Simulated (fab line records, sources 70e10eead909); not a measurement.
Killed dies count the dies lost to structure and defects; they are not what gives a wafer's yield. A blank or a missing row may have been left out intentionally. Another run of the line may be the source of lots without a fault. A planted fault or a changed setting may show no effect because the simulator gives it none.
Chamber matching	flow nand_harc	rie_diel-12 running NHARC_P_M2_ETCH_35: 4 sister chambers
The step etches the open film in N2/H2, target depth 40 nm, overetch 12 nm, time 43.94 s. 36 wafers are shown with their chamber, then 12 later ones without.

## WAFERS, EACH WITH ITS CHAMBER
wafer	chamber	showerhead_plenum_p_Torr (Torr)	drypump_motor_current_A (A)	rf_vpp_V (V)
L074.1	2	1.98	5.3	428.1
L074.2	1	2.07	6.0	430.2
L074.3	0	2.12	5.2	433.5
L076.2	2	1.98	5.3	427.6
L076.3	1	2.07	6.0	432.2
L076.6	3	2.09	5.1	431.4
L077.4	0	2.12	5.2	434.0
L077.5	3	2.09	5.1	432.0
L077.6	2	1.98	5.3	428.7
L079.1	3	2.09	5.1	433.9
L079.4	1	2.07	5.9	430.7
L079.5	0	2.12	5.2	432.3
L080.3	1	2.07	6.0	431.9
L080.4	2	1.97	5.3	427.3
L080.5	0	2.12	5.1	432.2
L081.2	2	1.97	5.3	428.9
L081.3	0	2.12	5.2	431.6
L081.5	3	2.09	5.1	431.7
L083.1	2	1.97	5.3	428.9
L083.5	1	2.07	6.0	432.2
L083.6	0	2.12	5.2	431.7
L084.1	2	1.97	5.4	429.6
L084.3	1	2.07	6.0	431.8
L084.6	0	2.12	5.1	431.8
L085.3	2	1.97	5.3	428.1
L085.4	1	2.07	5.9	430.1
L085.6	2	1.97	5.3	429.0
L086.4	0	2.12	5.1	432.1
L086.5	0	2.12	5.2	432.4
L086.6	1	2.07	6.0	431.9
L087.1	3	2.08	5.1	432.9
L087.3	1	2.07	6.0	431.5
L087.4	0	2.12	5.2	433.0
L090.1	0	2.12	5.1	430.1
L090.3	1	2.07	6.0	432.5
L090.4	2	1.97	5.4	428.0

SIGNATURES (averages over the wafers above)
reading	chamber 0	chamber 1	chamber 2	chamber 3	scatter within a chamber
showerhead_plenum_p_Torr	2.1200	2.0700	1.9730	2.0880	0.00301
drypump_motor_current_A	5.164	5.980	5.320	5.100	0.0424
rf_vpp_V	432.245	431.500	428.420	432.380	0.905
Rule: a wafer lies at a distance from a chamber equal to the root of the sum of squares, over the readings, of (its reading less the chamber's mean, divided by the reading's scatter). The wafer belongs to the nearest chamber; if the next one is less than 2 further off, it can't be placed. How the scatter is found: for the shown wafers, subtract from each reading the mean of its chamber, square and add these, divide the total by (wafers less chambers), then take the root.

## WAFERS WITHOUT THEIR CHAMBER
wafer	showerhead_plenum_p_Torr (Torr)	drypump_motor_current_A (A)	rf_vpp_V (V)
L091.2	2.12	5.2	433.4
L091.3	1.97	5.3	428.4
L091.5	2.07	6.0	429.9
L093.1	2.08	5.1	432.2
L093.3	2.07	6.0	431.5
L093.5	2.08	5.1	433.0
L094.2	1.97	5.3	429.8
L094.4	2.12	5.2	431.6
L094.6	1.97	5.3	428.4
L097.2	2.07	6.0	431.9
L097.3	2.12	5.1	432.1
L097.4	2.08	5.1	432.5

## WHICH CHAMBER EACH WENT THROUGH
wafer	from the rows above	in truth
L091.2	0	0
L091.3	2	2
L091.5	1	1
L093.1	3	3
L093.3	1	1
L093.5	3	3
L094.2	2	2
L094.4	0	0
L094.6	2	2
L097.2	1	1
L097.3	0	0
L097.4	3	3
Placed correctly: 12 of 12. Can't be placed from these rows: 0. 0 placed wrongly.
